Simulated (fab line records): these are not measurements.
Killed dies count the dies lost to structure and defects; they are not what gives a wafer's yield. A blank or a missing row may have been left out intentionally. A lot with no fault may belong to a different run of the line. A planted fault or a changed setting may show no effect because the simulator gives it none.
Which tool was responsible? ; flow nand_harc ; Sampling: 6 lots, 18 wafers, 3 of 1302 route steps

WHAT EACH GAUGE READ, for each wafer
NHARC_P_ZERO_WELL_INSPECT_43.
lot;measured;on;raw_defect_count
L675;day 2 13:26;defect_inspect-01;12 13 8
L678;day 3 19:43;defect_inspect-01;15 8 13
L681;day 5 04:43;defect_inspect-02;9 21 6
L685;day 6 17:55;defect_inspect-01;14 17 10
L691;day 9 05:28;defect_inspect-01;16 15 23
L696;day 11 07:43;defect_inspect-02;16 13 19

WHAT TOOL EACH LOT RAN ON (gives the tool, then ch and the chambers of the sampled wafers, and finally the start)
lot;NHARC_P_ZERO_WELL_DESCUM_54;NHARC_P_ZERO_WELL_IMPLANT_55
L675;rie_diel-12 ch 0,1,2, day 2 11:47;implanter-01 ch 0, day 2 11:56
L678;rie_diel-03 ch 0,2,3, day 3 18:05;implanter-01 ch 0, day 3 18:15
L681;rie_diel-13 ch 0,1,2, day 5 03:04;implanter-02 ch 0, day 5 03:15
L685;rie_diel-13 ch 0,2,3, day 6 15:55;implanter-02 ch 0, day 6 16:10
L691;rie_diel-12 ch 0,1,2, day 9 03:48;implanter-02, day 9 03:59
L696;rie_diel-13 ch 0,1,2, day 11 06:02;implanter-01 ch 0, day 11 06:14
- NHARC_P_ZERO_WELL_DESCUM_54: chemistry O2, time 3 s.
- NHARC_P_ZERO_WELL_IMPLANT_55

THE ANSWER, worked out from the rows above alone
Rule: the lots themselves supply what counts as usual. The widest of any qualifying gaps counts: lots, ordered by their means at a reading, are off when they make up no more than a third of the lots, leave a main group of 4 or more, and stand apart from it by 3 or more times the standard deviation of that group's means. If all means in a main group match to the digits the tables above print for the reading, that group is not used. Also off: a lot with no number at a reading for which 4 or more lots have one. Any other lot the step has rows for is counted as sound.
No lot is off at any reading shown: from this, nothing can be told.

WHAT THE SIMULATOR PUT IN
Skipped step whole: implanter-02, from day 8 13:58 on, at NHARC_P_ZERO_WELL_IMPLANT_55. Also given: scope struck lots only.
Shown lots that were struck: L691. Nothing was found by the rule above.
